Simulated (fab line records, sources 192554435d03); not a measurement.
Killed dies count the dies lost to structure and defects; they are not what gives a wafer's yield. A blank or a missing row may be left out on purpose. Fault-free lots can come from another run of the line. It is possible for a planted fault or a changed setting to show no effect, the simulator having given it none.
Which of the tools did it? || flow n5-finfet || Sampling: 11 lots, 33 wafers, 4 of 1938 route steps

== WHAT THE GAUGES SHOWED, per wafer ==
N5_BEOL_M15_INSPECT_30: inspects for defects (macro).
{"lot": "L961", "measured": "day 11 16:02", "on": "defect-inspect-02", "raw-defect-count": "0 2 3"}
{"lot": "L962", "measured": "day 11 16:29", "on": "defect-inspect-02", "raw-defect-count": "1 2 2"}
{"lot": "L960", "measured": "day 11 16:47", "on": "defect-inspect-01", "raw-defect-count": "2 1 0"}
{"lot": "L964", "measured": "day 12 12:16", "on": "defect-inspect-01", "raw-defect-count": "3 0 4"}
{"lot": "L965", "measured": "day 12 19:58", "on": "defect-inspect-02", "raw-defect-count": "0 1 4"}
{"lot": "L968", "measured": "day 13 15:26", "on": "defect-inspect-01", "raw-defect-count": "5 4 1"}
{"lot": "L974", "measured": "day 15 08:58", "on": "defect-inspect-02", "raw-defect-count": "1 1 1"}
{"lot": "L975", "measured": "day 15 11:50", "on": "defect-inspect-01", "raw-defect-count": "4 3 3"}
{"lot": "L978", "measured": "day 16 10:53", "on": "defect-inspect-02", "raw-defect-count": "3 4 3"}
{"lot": "L980", "measured": "day 17 13:16", "on": "defect-inspect-01", "raw-defect-count": "1 1 4"}
{"lot": "L982", "measured": "day 17 22:16", "on": "defect-inspect-01", "raw-defect-count": "3 0 4"}

== WHICH TOOL RAN EACH LOT (tool, then ch and the chambers of the sampled wafers, then the start) ==
{"lot": "L961", "N5_BEOL_M15_VIA_ETCH_16": "rie-diel-06 ch 0,1,3, day 11 14:35", "N5_BEOL_M15_STRIP_64": "rie-diel-06 ch 0,1,3, day 11 15:02 or earlier", "N5_BEOL_M15_COAT_56": "litho-track-04 ch 0, day 11 15:02"}
{"lot": "L962", "N5_BEOL_M15_VIA_ETCH_16": "rie-diel-05 ch 2,3, day 11 15:08", "N5_BEOL_M15_STRIP_64": "rie-diel-05 ch 2,3, day 11 15:35 or earlier", "N5_BEOL_M15_COAT_56": "litho-track-03 ch 0, day 11 15:35"}
{"lot": "L960", "N5_BEOL_M15_VIA_ETCH_16": "rie-diel-06 ch 0,2, day 11 15:27", "N5_BEOL_M15_STRIP_64": "rie-diel-06 ch 0,2, day 11 15:54 or earlier", "N5_BEOL_M15_COAT_56": "litho-track-04 ch 0, day 11 15:54"}
{"lot": "L964", "N5_BEOL_M15_VIA_ETCH_16": "rie-diel-05 ch 1,2,3, day 12 10:47", "N5_BEOL_M15_STRIP_64": "rie-diel-05 ch 1,2,3, day 12 11:15 or earlier", "N5_BEOL_M15_COAT_56": "litho-track-03 ch 0, day 12 11:15"}
{"lot": "L965", "N5_BEOL_M15_VIA_ETCH_16": "rie-diel-05 ch 0,1,2, day 12 18:29", "N5_BEOL_M15_STRIP_64": "rie-diel-05 ch 0,1,2, day 12 18:56 or earlier", "N5_BEOL_M15_COAT_56": "litho-track-04 ch 0, day 12 18:56"}
{"lot": "L968", "N5_BEOL_M15_VIA_ETCH_16": "rie-diel-06 ch 0,1,3, day 13 13:58", "N5_BEOL_M15_STRIP_64": "rie-diel-06 ch 0,1,3, day 13 14:25 or earlier", "N5_BEOL_M15_COAT_56": "litho-track-03 ch 0, day 13 14:25"}
{"lot": "L974", "N5_BEOL_M15_VIA_ETCH_16": "rie-diel-05 ch 0,2,3, day 15 07:37", "N5_BEOL_M15_STRIP_64": "rie-diel-05 ch 0,2,3, day 15 08:04 or earlier", "N5_BEOL_M15_COAT_56": "litho-track-03 ch 0, day 15 08:04"}
{"lot": "L975", "N5_BEOL_M15_VIA_ETCH_16": "rie-diel-02 ch 0,1,2, day 15 10:20", "N5_BEOL_M15_STRIP_64": "rie-diel-02 ch 0,1,2, day 15 10:47 or earlier", "N5_BEOL_M15_COAT_56": "litho-track-03 ch 0, day 15 10:47"}
{"lot": "L978", "N5_BEOL_M15_VIA_ETCH_16": "rie-diel-06 ch 1,2,3, day 16 09:04", "N5_BEOL_M15_STRIP_64": "rie-diel-06 ch 1,2,3, day 16 09:31 or earlier", "N5_BEOL_M15_COAT_56": "litho-track-05 ch 0, day 16 09:31"}
{"lot": "L980", "N5_BEOL_M15_VIA_ETCH_16": "rie-diel-02 ch 0,1,2, day 17 11:48", "N5_BEOL_M15_STRIP_64": "rie-diel-02 ch 0,1,2, day 17 12:16 or earlier", "N5_BEOL_M15_COAT_56": "litho-track-04 ch 0, day 17 12:16"}
{"lot": "L982", "N5_BEOL_M15_VIA_ETCH_16": "rie-diel-05 ch 1,2,3, day 17 20:48", "N5_BEOL_M15_STRIP_64": "rie-diel-05 ch 1,2,3, day 17 21:15 or earlier", "N5_BEOL_M15_COAT_56": "litho-track-04 ch 0, day 17 21:15"}
- N5_BEOL_M15_VIA_ETCH_16: etches SiO2 in C4F8/O2/Ar, target depth 1792.2 nm.
- N5_BEOL_M15_STRIP_64: strips in O2.
- N5_BEOL_M15_COAT_56: time 60 s, resist thk 550 nm.

== THE ANSWER, worked out from the rows above alone ==
Rule: the lots themselves supply what counts as usual. The widest of any qualifying gaps counts: lots, ordered by their means at a reading, are off when they make up no more than a third of the lots, leave a main group of 4 or more, and stand apart from it by 3 or more times the standard deviation of that group's means. A main group whose means are all the same, to the digits that the tables above print for the reading, isn't used. A lot without any number at a reading at which 4 lots or more have one is off too. Where the step has rows for the other lots, those lots are counted as sound.
No lot is off at any reading shown: from this, nothing can be told.

== WHAT THE SIMULATOR PUT IN ==
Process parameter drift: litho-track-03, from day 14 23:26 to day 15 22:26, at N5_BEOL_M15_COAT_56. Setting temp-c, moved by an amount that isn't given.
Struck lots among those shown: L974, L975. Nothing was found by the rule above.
